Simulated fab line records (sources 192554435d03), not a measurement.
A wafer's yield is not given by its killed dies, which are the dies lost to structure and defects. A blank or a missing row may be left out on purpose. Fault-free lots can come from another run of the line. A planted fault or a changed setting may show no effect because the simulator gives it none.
fab line records | flow n5_finfet
[record] lots = 3 wafers = 7 last_day = 17
route steps=1938 shown BEOL_M5@1151 BEOL_M15@1830 PASSIVATION@1936
lots untouched by any fault: they come from a run of this same line in which no faults occurred
start_h: start of the lot's first displayed wafer, in hours after the record's first day | wait_h: time in hours since the lot's previous step | " same as the row above | L1.1+2: several wafers, shown together as one row | - no value, or no start given | * or withheld: withheld | < > ~ a bound
route shown NAME@n: NAME is a module with steps in the file, n the number in the route of the first one | usual: the fault-free wafers' mean and standard deviation | same: alike in all rows | chamber/n: place in a boat | sites: the reading at each site | _std_site: the standard deviation of these | _edge_site: the outer-site mean with the inner-site mean subtracted | radius_mm: how far each site lies from the wafer's centre | mask NAME#n: copy n | behind: tool/chamber where the wafer was last shaped | hold: why the lot went on hold/how many hours it stayed there/how the hold came to an end | device: transistor that didn't switch, given as n, p or np | end of line: tests run on the same wafers once the route is complete | a step with no rows: only its recipe | killed: the dies lost at the first sort to structure and to defects; this is not the yield of the wafer | map: a wafer's dies, marking killed ones x, the rest . and places with no die _
set.NAME: the setting that was run; set.NAME@STEP: the one run at that earlier step | model.NAME: the simulator's own value behind a step, which no gauge read
lots seen at some steps along the route; tables by step, rows by wafer
services: a tool's chamber out of use, with start hour (start_h, from the record's first day; less than 0 if before it), hours out, and reason
[[steps]]
[step N5_BEOL_M5_DESCUM_33]
[recipe] chemistry = O2 time_s = 7 source_power_w = 50 bias_power_w = 20 pressure_mtorr = 20 rf_frequency_hz = 2.712e+07 temp_c = 40 resist = CAR-EUV o2_flow_sccm = 225
[step N5_BEOL_M5_ETCH_75]
[recipe] chemistry = N2/H2 target = underlayer target_depth_a = 65 mask_material = CAR-EUV time_s = 5.2 ion_energy_ev = 200 pressure_mtorr = 30 source_w = 840 bias_w = 150 n2_flow_sccm = 200 h2_flow_sccm = 200 ends = cleared
[step N5_BEOL_M5_ETCH_67]
[recipe] chemistry = CF4 target = SiARC target_depth_a = 156 mask_material = CAR-EUV time_s = 26 ion_energy_ev = 80 pressure_mtorr = 40 source_w = 545 bias_w = 36 Ar_flow_sccm = 100 cf4_flow_sccm = 100 ends = cleared
[step N5_BEOL_M5_ETCH_68]
[recipe] chemistry = N2/H2 target = SOC target_depth_a = 800 overetch_a = 160 mask_material = SiARC temp_c = 40 time_s = 120 ion_energy_ev = 200 pressure_mtorr = 30 source_w = 840 bias_w = 150 n2_flow_sccm = 200 h2_flow_sccm = 200
[step N5_BEOL_M5_STRIP_69]
[recipe] chemistry = N2/H2 temp_c = 40 n2_flow_sccm = 200 h2_flow_sccm = 200 rf_frequency_hz = 6e+07
[step N5_BEOL_M5_STRIP_76]
[recipe] chemistry = N2/H2 temp_c = 40 n2_flow_sccm = 200 h2_flow_sccm = 200 rf_frequency_hz = 6e+07
[step N5_BEOL_M5_VIA_ETCH_34]
[recipe] chemistry = C4F6/O2 target = SiCOH_lowk target_depth_a = 883 mask_material = SOC taper_deg = 4 time_s = 39.2 ion_energy_ev = 250 pressure_mtorr = 30 source_w = 345 bias_w = 185 Ar_flow_sccm = 300 C4F6_flow_sccm = 10 O2_flow_sccm = 10
[step N5_BEOL_M5_STRIP_85]
[recipe] chemistry = C4F6/O2 resist = SiARC rf_frequency_hz = 6e+07
[step N5_BEOL_M5_STRIP_36]
[recipe] chemistry = N2/H2 power_w = 450 temp_c = 40 pressure_mtorr = 20 rf_frequency_hz = 6e+07 overash_fraction = 0.3 bias_power_w = 7 h2_frac = 0.5 n2_flow_sccm = 200 h2_flow_sccm = 200
[step N5_BEOL_M5_TRENCH_ETCH_37]
[recipe] chemistry = C4F6/O2 target_depth_a = 716.52 target = SiCOH_lowk time_s = 24.7 ion_energy_ev = 250 pressure_mtorr = 30 source_w = 345 bias_w = 185 Ar_flow_sccm = 300 C4F6_flow_sccm = 10 O2_flow_sccm = 10
[usual] O2_flow_sccm = 10.001/0.029 drypump_motor_current_A = 5.6/0.43 oes_product_au = 0.78/0.075 rf_vpp_V = 664/9.4 showerhead_plenum_p_Torr = 2.85/0.12 throttle_valve_pct = 20.97/0.24
// columns lot.wafer tool chamber start_h wait_h O2_flow_sccm drypump_motor_current_A oes_product_au rf_hours_counter_h rf_vpp_V showerhead_plenum_p_Torr throttle_valve_pct model.etch.depth_nm model.BEOL_M5.feature_depth_nm model.TiN_of_BEOL_M5_HM_DEP_02.thk_nm
L937.1 rie_diel-04 0 228.76 - 10.028 6.3 0.82 58 652 2.89 21.24 70.13 70.2 18
L937.3 " 2 " " 10.043 5.6 0.69 220 670 2.69 21.14 69.55 69.6 17.4
L937.6 " 0 " " 10.037 6.3 0.82 - 651 2.89 21.24 62.99 63 18
L950.3 rie_diel-05 1 290.13 - 10.003 5.4 0.74 164 667 2.72 20.99 70.35 70.4 18.2
L950.4 " 2 " " 10.013 4.9 0.74 139 652 2.83 21.14 70.59 70.6 18
L951.1 rie_diel-05 1 314.99 - 10.006 5.5 0.74 172 668 2.72 20.99 70.64 70.6 18
L951.6 " 1 " " 10.040 5.5 0.74 - 666 2.72 20.98 71.17 71.2 18
[step N5_BEOL_M5_ETCH_41]
[recipe] chemistry = CH3F/O2 target = SiCN target_depth_a = 315 taper_deg = 2 time_s = 56.7 ion_energy_ev = 120 mask_material = TiN pressure_mtorr = 30 source_w = 395 bias_w = 75 Ar_flow_sccm = 150 CH3F_flow_sccm = 30 O2_flow_sccm = 20
[step N5_BEOL_M5_STRIP_91]
[recipe] chemistry = N2/H2 time_s = 10 power_w = 450 temp_c = 40 pressure_mtorr = 20 rf_frequency_hz = 6e+07 bias_power_w = 7 n2_flow_sccm = 200 h2_flow_sccm = 200
[step N5_BEOL_M5_OCD_MEAS_38]
[usual] trench_depth_nm = 71.1/1.1
// columns lot.wafer tool chamber start_h wait_h trench_depth_nm
L937.1 ocd-01 - 228.91 - 69.9
L937.3 " - " " 69.9
L937.6 " - " " 63.2
L950.3 ocd-02 - 290.28 - 70.1
L950.4 " - " " 70.4
L951.1 ocd-02 - 315.15 - 69.9
L951.6 " - " " 71.5
[step N5_BEOL_M5_HM_STRIP_39]
[recipe] chemistry = peroxide_tin_strip material = TiN target_depth_a = 250 temp_c = 50 time_s = 158
[step N5_BEOL_M5_SRD_40]
[recipe] time_s = 30 temp_c = 23 rinse_liquid = diw dry = ipa_marangoni
[step N5_BEOL_M5_PRECLEAN_42]
[recipe] chemistry = residue_remover time_s = 60 temp_c = 40
[step N5_BEOL_M5_SRD_43]
[recipe] time_s = 30 temp_c = 23 rinse_liquid = diw dry = ipa_marangoni
[step N5_BEOL_M5_CURE_80]
[recipe] temp_c = 370 time_s = 120 ambient = DMADMS/He material = SiCOH_lowk
[step N5_BEOL_M5_DEGAS_44]
[recipe] ambient = vacuum temp_c = 250 time_s = 60
[step N5_BEOL_M5_PRE_CLEAN_45]
[recipe] gas = H2/He time_s = 30 temp_c = 250
[step N5_BEOL_M5_ALD_86]
[recipe] material = TaN target_thk_a = * temp_c = 275 ald_precursor_family = PDMAT ald_co_reactant = NH3 pressure_torr = 3 carrier_flow_sccm = 1500 pulse_time_s = 2 purge_time_s = 3 co_reactant_purge_time_s = 2 co_reactant_pulse_time_s = 3 ald_cycles = 30 precursor_vessel_temp_c = 75 precursor_vessel_pressure_torr = 26.25 precursor_vessel_carrier_sccm = 1000
[step N5_BEOL_M5_SURFACE_TREAT_87]
[recipe] gas = Ar time_s = * ion_energy_ev = * ion_current_ma_cm2 = 0.5 pressure_mtorr = * ar_flow_sccm = 30
[step N5_BEOL_M5_CVD_47]
[recipe] material = Co target_thk_a = 30 temp_c = withheld precursor = CCTBA/H2 pressure_torr = 30 time_s = 216
[step N5_BEOL_M5_SPUTTER_48]
[recipe] material = Cu target_thk_a = 150 temp_c = -20 chamber_pressure_pa = 0.07 power_w = withheld time_s = 27.62
[step N5_BEOL_M5_ANNEAL_49]
[recipe] temp_c = 400 time_s = 1800 ambient = vacuum
[step N5_BEOL_M5_SPUTTER_81]
[recipe] material = Cu target_thk_a = 150 temp_c = -20 chamber_pressure_pa = 0.07 power_w = withheld time_s = 27.62
[step N5_BEOL_M5_ANNEAL_82]
[recipe] temp_c = 400 time_s = 1800 ambient = vacuum
[step N5_BEOL_M5_SPUTTER_83]
[recipe] material = Cu target_thk_a = 150 temp_c = -20 chamber_pressure_pa = 0.07 power_w = withheld time_s = 27.62
[step N5_BEOL_M5_ANNEAL_84]
[recipe] temp_c = 400 time_s = 1800 ambient = vacuum
[step N5_BEOL_M5_SPUTTER_88]
[recipe] material = Cu target_thk_a = 150 temp_c = -20 chamber_pressure_pa = 0.07 power_w = withheld time_s = 27.62
[step N5_BEOL_M5_ANNEAL_89]
[recipe] temp_c = 400 time_s = 1800 ambient = vacuum
[step N5_BEOL_M5_SPUTTER_90]
[recipe] material = Cu target_thk_a = 45 temp_c = -20 chamber_pressure_pa = 0.07 power_w = withheld time_s = 8.29
[step N5_BEOL_M5_ECD_50]
[recipe] material = Cu target_thk_a = 3000
[step N5_BEOL_M5_ANNEAL_51]
[recipe] temp_c = 225 time_s = 90 ambient = N2
[step N5_BEOL_M5_CMP_52]
[recipe] stop_on = SiCOH_lowk t_overpolish_s = 6.9 down_force_psi = 1 platen_rpm = 50 clearing_platen_down_force_psi = 1.5 clearing_platen_rpm = 50 post_cmp_clean = cu_alkaline target_thk_nm = 62 clearing_platen_pad_velocity_m_s = 0.99484 pad_velocity_m_s = 0.99484
[usual] barrier_field_endpoint_s = 24.5/0.61 clearing_platen_down_force_psi = 1.4999/0.0029 motor_current_A = 6.0/0.35 overpolish_run_s = 6.901/0.0088 time_to_endpoint_s = 61/3.1
// columns lot.wafer tool chamber start_h wait_h barrier_field_endpoint_s clearing_platen_down_force_psi motor_current_A overpolish_run_s time_to_endpoint_s model.Cu_of_BEOL_M5_ECD_50.thk_nm
L937.3 cmp-01 1 237.87 0.2 25.7 1.4947 6.2 6.910 65 59.2
L937.1 " 2 " " 24.0 1.4993 5.9 6.902 58 59.2
L937.6 " 1 " " 25.1 1.4954 6.8 6.894 63 53
L950.3 cmp-02 1 300.43 0.2 24.5 1.5031 6.5 6.911 60 60.8
L950.4 " 0 " " 24.1 1.4974 5.9 6.915 59 61.4
L951.1 cmp-02 0 322.32 0.3 24.3 1.4969 5.8 6.906 65 61.4
L951.6 " 0 " " 25.2 1.5026 5.8 6.908 63 61.6
[step N5_BEOL_M5_THK_MEAS_53]
[recipe] thk_meas_gauge = xrf reads = Cu_of_BEOL_M5_ECD_50
[usual] M5_THK = 61.3/1.4
// columns lot.wafer tool chamber start_h wait_h M5_THK[nm]
L937.1 film_metro-02 - 238.16 - 60.1
L937.3 " - " " 59.7
L937.6 " - " " 53.9
L950.3 film_metro-01 - 300.73 - 60.8
L950.4 " - " " 61.4
L951.1 film_metro-02 - 322.57 - 61.9
L951.6 " - " " 62.1
[step N5_BEOL_M5_PRE_CLEAN_77]
[recipe] gas = NH3/H2 time_s = 15 temp_c = * rf_power_w = 300
[step N5_BEOL_M5_CO_CAP_78]
[recipe] material = Co target_thk_a = 20 temp_c = 200 precursor = CCTBA/H2 pressure_torr = 30 time_s = 102.1
[step N5_BEOL_M5_RS_MEAS_57]
[recipe] thk_meas_gauge = four-point-probe reads = Co_of_BEOL_M5_CO_CAP_78+Cu_of_BEOL_M5_ECD_50+Co_of_BEOL_M5_CVD_47+TaN_of_BEOL_M5_ALD_86
[usual] M5_RS = 0.393/0.011
// columns lot.wafer tool chamber start_h wait_h M5_RS[ohm/sq]
L937.1 film_metro-02 - 238.42 0.0 0.410
L937.3 " - " " 0.409
L937.6 " - " " 0.469
L950.3 film_metro-01 - 301.22 0.1 0.396
L950.4 " - " " 0.391
L951.1 film_metro-01 - 322.92 0.0 0.390
L951.6 " - " " 0.389
[step N5_BEOL_M15_RC_MEAS_101]
[usual] COMB_M10 = 1.5e-11/3e-12 COMB_M11 = 1.51e-11/2.9e-12 COMB_M12 = 7.4e-12/1.5e-12 COMB_M13 = 5.8e-12/1.1e-12 COMB_M14 = 4.6e-12/8.4e-13 COMB_M15 = 3.6e-12/6.1e-13 COMB_M15_max_site = 4.8e-12/9.1e-13 COMB_M5 = 3.7e-11/7.4e-12 COMB_M6 = 2.8e-11/5.6e-12 COMB_M7 = 2.8e-11/5.8e-12 COMB_M8 = 2.6e-11/5.5e-12 COMB_M9 = 1.5e-11/3.5e-12 SERP_M10 = 3.05/0.074 SERP_M11 = 3.09/0.077 SERP_M11_max_site = 3.18/0.079 SERP_M12 = 0.636/0.016 SERP_M13 = 0.307/0.007 SERP_M14 = 0.160/0.0046 SERP_M5 = 39.5/1.6 SERP_M5_max_site = 40.9/1.7 SERP_M6 = 13.7/0.49 SERP_M7 = 14.1/0.51 SERP_M8 = 13.6/0.56 SERP_M9 = 3.06/0.089
// columns lot.wafer tool chamber start_h wait_h COMB_M10[S/m] COMB_M11[S/m] COMB_M12[S/m] COMB_M13[S/m] COMB_M14[S/m] COMB_M15[S/m] COMB_M15_max_site[S/m] COMB_M5[S/m] COMB_M6[S/m] COMB_M7[S/m] COMB_M8[S/m] COMB_M9[S/m] SERP_M10[ohm/um] SERP_M11[ohm/um] SERP_M11_max_site[ohm/um] SERP_M12[ohm/um] SERP_M13[ohm/um] SERP_M14[ohm/um] SERP_M5[ohm/um] SERP_M5_max_site[ohm/um] SERP_M6[ohm/um] SERP_M7[ohm/um] SERP_M8[ohm/um] SERP_M9[ohm/um]
L937.1 prober-01 0 313.85 0.0 1.3e-11 1.51e-11 7.9e-12 5.1e-12 6.1e-12 3.6e-12 5.5e-12 3.3e-11 2.6e-11 3.2e-11 3.2e-11 1.1e-11 3.01 2.94 3.07 0.641 0.312 0.153 38.9 39.5 13.4 14.7 13.3 2.96
L937.3 " 0 " " 1.1e-11 1.62e-11 6.2e-12 6e-12 4.5e-12 4e-12 5.5e-12 3.1e-11 2.9e-11 2.9e-11 3.1e-11 1.7e-11 3.09 2.99 3.12 0.613 0.312 0.154 40.9 41.5 12.8 13.8 13.0 3.05
L937.6 " 0 " " 1.2e-11 1.55e-11 7.6e-12 6.4e-12 6.7e-12 3.7e-12 5.1e-12 3.3e-11 3.4e-11 3e-11 2.7e-11 1.6e-11 3.11 3.27 3.29 0.646 0.298 0.153 45.7 47.9 13.6 14.4 13.4 2.90
L950.3 prober-01 0 383.85 0.3 1.2e-11 1.48e-11 8.6e-12 6.4e-12 6.1e-12 5e-12 7.4e-12 4.1e-11 2.4e-11 2.4e-11 2.9e-11 1.3e-11 3.11 3.17 3.28 0.597 0.312 0.159 39.1 41.5 14.0 13.6 13.1 3.16
L950.4 " 0 " " 1.5e-11 2.43e-11 9.4e-12 5.5e-12 6e-12 4.6e-12 5.9e-12 4.1e-11 2.4e-11 1.8e-11 3.2e-11 1.2e-11 3.09 3.23 3.30 0.611 0.297 0.160 39.2 40.1 13.1 13.5 13.9 3.19
L951.1 prober-02 0 402.37 0.0 1.5e-11 1.38e-11 6.9e-12 4.9e-12 5.7e-12 3e-12 4e-12 3.6e-11 3.5e-11 2.7e-11 2.9e-11 1.4e-11 3.09 3.14 3.24 0.650 0.321 0.165 37.7 38.5 14.2 15.0 14.8 2.98
L951.6 " 0 " " 1.2e-11 1.63e-11 5.6e-12 4.5e-12 3.8e-12 2.7e-12 4.8e-12 3.1e-11 3.5e-11 3.2e-11 2.1e-11 1e-11 2.99 3.09 3.21 0.634 0.298 0.157 38.6 40.5 13.9 14.0 13.1 2.99
// sites SERP_M5 radius_mm=0,75,75,75,75,140,140,140,140
L937.1 38.9 39.5 39.2 39.0 39.3 36.6 36.9 36.9 37.3
L950.3 37.6 39.0 38.8 39.1 38.4 39.2 40.9 41.5 39.1
L951.1 37.0 38.0 37.7 37.6 36.8 38.3 38.3 38.5 37.2
[step N5_PASSIVATION_PROBE_49]
[usual] defect_limited_yield = 91.3/1.3 killed_at_M0_to_M3 = 36/12 killed_at_M4_up = 13/4.6 killed_at_contacts = 13/5.4 killed_at_front_end = 37/10 killed_at_other = 3.6/2.9 killed_dies = 102/15 killed_open = 67/12 killed_short = 33/7.5 sort_bin_5_function = 5.1/0.93 sort_bin_6_memory = 3.2/0.62 sort_n_pass = 1078/15 sort_yield_pct = 91.3/1.3
[same] gross_dies = 1180 killed_at_back_side = 0 sort_bin_4_leakage[%] = 0 sort_bin_8_speed[%] = 0
// columns lot.wafer tool chamber start_h wait_h defect_limited_yield[%] killed_at_M0_to_M3 killed_at_M4_up killed_at_contacts killed_at_front_end killed_at_other killed_dies killed_open killed_short sort_bin_5_function[%] sort_bin_6_memory[%] sort_n_pass sort_yield_pct[%]
L937.1 prober-01 - 329.17 0.2 91.5 35 12 25 24 4 100 65 29 5.4 2.5 1080 91.5
L937.3 prober-01 - 329.27 0.3 90.3 38 23 15 23 15 114 74 36 5.9 3.2 1066 90.3
L937.6 prober-01 - 329.42 0.4 90.4 58 12 3 38 2 113 67 42 5.6 3.3 1067 90.4
// killed by level:class
L937.1 MOL_CONTACT_COAG:geometric_particle:open=21 BEOL_M0_SAQP:geometric_particle:open=12 BEOL_M0_SAQP:geometric_particle:short=6 MOL_CONTACT_COAG:geometric_particle:short=4 BEOL_M8:geometric_particle:open=4 HKMG_FIN:area_etch=4 FIN_SAQP:geometric_particle:open=3 DUMMY_GATE:geometric_particle:open=3
L937.3 MOL_CONTACT_COAG:geometric_particle:open=13 BEOL_M4:geometric_particle:open=12 BEOL_M2:geometric_particle:short=9 PAD_METAL:geometric_particle:open=9 BEOL_M0_SAQP:geometric_particle:open=8 BEOL_M0_SAQP:geometric_particle:short=8 FIN_SAQP:geometric_particle:open=6 STI_FIN_REVEAL:geometric_particle:open=5
L937.6 BEOL_M0_SAQP:geometric_particle:open=15 BEOL_M2:geometric_particle:open=9 BEOL_M2:geometric_particle:short=9 BEOL_M0_SAQP:geometric_particle:short=8 FIN_SAQP:geometric_particle:open=7 BEOL_M1:geometric_particle:short=7 BEOL_M4:geometric_particle:open=7 FIN_SAQP:geometric_particle:short=5
[[services]]
// columns tool chamber start_h hours kind
cmp-02 - 215.47 1.0 repair
cmp-01 - 227.96 4.0 pm
cmp-01 - 231.96 - consumable_replace:conditioner
cmp-01 - 231.96 - consumable_replace:pad
cmp-01 - 246.45 17.6 pm
cmp-01 - 290.69 6.2 pm
rie_diel-05 - 292.30 4.3 pm
rie_diel-05 3 304.59 - clean
rie_diel-05 3 304.59 - consumable_replace:focus_ring
rie_diel-05 3 304.59 - consumable_replace:showerhead
rie_diel-05 3 304.59 17.8 scheduled_down
rie_diel-05 3 304.59 17.8 vent_cycle
cmp-01 - 304.78 1.3 repair
rie_diel-04 1 306.90 - clean
rie_diel-04 1 306.90 - consumable_replace:focus_ring
rie_diel-04 1 306.90 17.6 scheduled_down
rie_diel-04 1 306.90 17.6 vent_cycle
[[key]]
[first_sign] step = N5_BEOL_M5_OCD_MEAS_38 reading = trench_depth_nm direction = down sigmas = 7 usual = 71.1 struck = 63.2
[effect] step = N5_BEOL_M5_THK_MEAS_53 reading = M5_THK direction = down sigmas = 5.4 usual = 61.3 struck = 53.9
[effect] step = N5_BEOL_M5_RS_MEAS_57 reading = M5_RS direction = up sigmas = 6.8 usual = 0.393 struck = 0.469
[effect] step = N5_BEOL_M15_RC_MEAS_101 reading = SERP_M5 direction = up sigmas = 4 usual = 39.5 struck = 45.7
[model_effect] step = N5_BEOL_M5_TRENCH_ETCH_37 value = etch.depth_nm without = 70.29 struck = 62.99
[model_effect] step = N5_BEOL_M5_CMP_52 value = Cu_of_BEOL_M5_ECD_50.thk_nm without = 60.2 struck = 53
met_at N5_BEOL_M5_TRENCH_ETCH_37
struck_wafers L937.6
[fault] kind = process_parameter_drift tool = rie_diel-04 chamber = - onset_h = 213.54 steps = N5_BEOL_M5_TRENCH_ETCH_37 channel = time_s offset = * shape = step end_h = 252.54 scope = struck_wafers_only acts_in = * stated = *
